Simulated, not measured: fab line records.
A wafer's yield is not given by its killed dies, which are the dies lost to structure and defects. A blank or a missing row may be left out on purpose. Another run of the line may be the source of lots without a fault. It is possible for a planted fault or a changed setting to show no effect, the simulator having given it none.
Comparing a struck lot with a sound one    flow n5_finfet    15 steps out of a route of 1938
Sound: these wafers, L758.3, L758.4, L758.5. The struck wafers were L762.1, L762.2, L762.5. Last of all comes the cause.
Per side, at each step with rows, come the tool, then ch with its chambers, and then its first start. Under that, the readings that differ: sound wafers    struck wafers    difference of the means    sigmas: that difference in standard deviations of wafers without a fault.
alike: a reading whose means differ by less than 2 such deviations, as well as words and numbers matching on both sides. not compared: withheld readings; readings where some wafer has no value; bounds like >300 that might hide an equal value; numbers whose values overlap and for which the record gives no deviation.
Wherever a step has rows on one side only, a row that says differs or no value, or a row with sigmas, the two part there. Numbers that have no deviation but don't overlap get no sigmas and don't part them. A reading that every wafer of one side lacks parts them only if that side has two wafers or more.

first, 1 step without rows for these wafers: N5_BEOL_M13_HARDBAKE_14 (time 120 s).
N5_BEOL_M13_CD_MEAS_10 targets a cd of 190 nm.
  sound on cd_sem-01 ch 0, day 14 01:26; struck on cd_sem-01 ch 0, day 15 13:03
  alike: cd_nm
N5_BEOL_M13_OVL_MEAS_11:
  sound on overlay-01 ch 0, day 14 01:28; struck on overlay-01 ch 0, day 15 13:05
reading       sound       struck  difference  sigmas
V12_OVL (nm)  -5 -14 -17  -3 4 2  +13         +2
N5_BEOL_M13_INSPECT_12: inspects for defects (macro).
  sound on defect_inspect-01 at day 14 01:29; struck on defect_inspect-01 at day 15 13:07
  alike: raw_defect_count
N5_BEOL_M13_DESCUM_15: chemistry O2, time 7.9 s.
  sound on rie_diel-06 ch 1,3, day 14 01:31; struck on rie_diel-05 ch 0,1, day 15 13:08
  alike: drypump_motor_current_A, oes_product_au, rf_vpp_V, showerhead_plenum_p_Torr, throttle_valve_pct
  not compared: rf_hours_counter_h
N5_BEOL_M13_ETCH_59: etches BARC in N2/H2, target depth 89 nm, overetch 26.7 nm, time 67.9 s.
  sound on rie_diel-06 ch 1,3, day 14 01:34; struck on rie_diel-05 ch 0,1, day 15 13:11
  alike: drypump_motor_current_A, oes_product_au, rf_vpp_V, showerhead_plenum_p_Torr, throttle_valve_pct
  not compared: rf_hours_counter_h
N5_BEOL_M13_VIA_ETCH_16: etches SiOC in C4F8/O2/Ar, target depth 921.7 nm.
  sound on rie_diel-06 ch 1,3, day 14 01:37; struck on rie_diel-05 ch 0,1, day 15 13:14
  alike: drypump_motor_current_A, he_inner_torr, oes_product_au, rf_vpp_V, showerhead_plenum_p_Torr, throttle_valve_pct
N5_BEOL_M13_STRIP_63: strips in N2/H2.
  sound on plasma_asher-01 ch 0,1, day 14 01:52; struck on plasma_asher-02 ch 0,1, day 15 13:28
  alike: drypump_motor_current_A, heater_power_w, oes_product_au, strip_time_to_endpoint_s
  not compared: rf_hours_counter_h
N5_BEOL_M13_STRIP_64: strips in N2/H2.
  sound on plasma_asher-01 ch 0,1, day 14 01:56; struck on plasma_asher-02 ch 0,1, day 15 13:32
reading                       sound              struck             difference  sigmas
strip_time_to_endpoint_s (s)  31.18 31.11 31.18  31.30 31.28 31.31  +0.14       +2
  alike: drypump_motor_current_A, heater_power_w, oes_product_au
  not compared: rf_hours_counter_h
then, 2 steps without rows for these wafers: N5_BEOL_M13_STRIP_71 (strips in post etch residue remover, time 60 s); N5_BEOL_M13_SRD_72 (time 30 s, dry time 30 s).
N5_BEOL_M13_CD_MEAS_17 targets a cd of 190 nm.
  sound on cd_sem-01 at day 14 02:03; struck on cd_sem-02 at day 15 13:40
  alike: cd_nm
N5_BEOL_M13_COAT_65: time 60 s, resist thk 350 nm.
  sound on litho_track-01 ch 0, day 14 02:05; struck on litho_track-01 ch 0, day 15 13:43
reading                                    sound                 struck                difference  sigmas
heater_power_total_W (W)                   498.0 498.1 501.8     453.2 454.0 454.5     -45.4       -25
plate_temp_C (C)                           250.11 249.86 250.12  230.78 230.84 230.78  -19.23      -99 or more
model.SOC_of_BEOL_M13_COAT_65.thk_nm (nm)  351.8 350.8 352.2     356 355.2 355.8       +4          
  alike: dispense_pressure_kPa, exhaust_pa
then, 2 steps without rows for these wafers: N5_BEOL_M13_COAT_66 (time 60 s, resist thk 110 nm); N5_PASSIVATION_PROBE_49.

== WHERE THEY PART ==
Earliest at N5_BEOL_M13_OVL_MEAS_11; latest, in this record, at N5_BEOL_M13_COAT_65.

WHY: what had been put in by the simulator
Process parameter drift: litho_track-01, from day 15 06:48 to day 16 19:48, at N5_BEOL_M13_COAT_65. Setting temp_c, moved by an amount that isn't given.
